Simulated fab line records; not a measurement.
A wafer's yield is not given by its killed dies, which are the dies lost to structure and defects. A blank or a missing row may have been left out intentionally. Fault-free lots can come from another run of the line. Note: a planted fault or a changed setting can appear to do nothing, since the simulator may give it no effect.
The tool behind it: which one? | flow n5Finfet | 30 wafers from 10 lots sampled at 3 of the route's 1938 steps

WHAT EACH GAUGE READ, for each wafer
N5_BEOL_M4_RC_MEAS_101.
lot  | measured     | on        | CJ_N
L612 | day 11 04:26 | prober-02 | 4.44 4.48 4.40
L613 | day 10 23:41 | prober-02 | 4.36 4.41 3.88
L614 | day 11 22:34 | prober-01 | 4.29 4.33 4.03
L615 | day 12 00:50 | prober-02 | 4.39 4.44 4.39
L624 | day 13 22:02 | prober-02 | 4.38 4.32 4.38
L626 | day 14 18:20 | prober-01 | 4.22 4.23 4.37
L627 | day 15 03:25 | prober-02 | 4.35 4.45 4.36
L628 | day 15 04:00 | prober-01 | 4.52 4.39 4.41
L629 | day 15 06:22 | prober-01 | 4.41 4.42 4.51
L632 | day 15 11:02 | prober-02 | 4.43 4.56 4.39

WHAT TOOL EACH LOT RAN ON (gives the tool, then ch and the chambers of the sampled wafers, and finally the start)
lot  | N5_ZERO_LAYER_PECVD_02         | N5_BEOL_M4_ANNEAL_51
L612 | pecvd-02 ch 0,1, day 2 06:19   | rtpAnneal-01 ch 0, day 11 03:13
L613 | pecvd-02 ch 0,1,2, day 2 12:17 | rtpAnneal-01 ch 0, day 10 22:36
L614 | pecvd-02 ch 0,1, day 2 18:17   | rtpAnneal-02 ch 0, day 11 21:40
L615 | pecvd-01 ch 0,1, day 3 00:17   | rtpAnneal-01 ch 0, day 11 23:50
L624 | pecvd-01 ch 1, day 5 06:19     | rtpAnneal-02 ch 0, day 13 20:56
L626 | pecvd-03 ch 0,1,2, day 5 18:17 | rtpAnneal-01 ch 0, day 14 17:03
L627 | pecvd-02 ch 0,2, day 6 00:17   | rtpAnneal-01 ch 0, day 15 02:26
L628 | pecvd-01 ch 1, day 6 06:17     | rtpAnneal-01 ch 0, day 15 02:55
L629 | pecvd-02 ch 0,1,2, day 6 12:17 | rtpAnneal-01 ch 0, day 15 05:25
L632 | pecvd-03 ch 0,1, day 7 06:17   | rtpAnneal-02 ch 0, day 15 10:08
- N5_ZERO_LAYER_PECVD_02: deposits SiO2 from SiH4/N2O, target thk 10 nm, time 6 s.
- N5_BEOL_M4_ANNEAL_51: time 90 s.

THE ANSWER, worked out from the rows above alone
Rule: the usual values come from the lots themselves. Put in order of their means at a reading, lots are off if they are a third of the lots or fewer, leave a main group of 4 or more, and stand apart from it by a gap of 3 or more times the standard deviation of the main group's means; of several such gaps the widest counts. If all means in a main group match to the digits the tables above print for the reading, that group is not used. Also off: a lot with no number at a reading for which 4 or more lots have one. The other lots that the step has rows for count as sound.
Nothing can be told from this: no lot is off at any reading shown.

WHAT WAS PUT IN BY THE SIMULATOR
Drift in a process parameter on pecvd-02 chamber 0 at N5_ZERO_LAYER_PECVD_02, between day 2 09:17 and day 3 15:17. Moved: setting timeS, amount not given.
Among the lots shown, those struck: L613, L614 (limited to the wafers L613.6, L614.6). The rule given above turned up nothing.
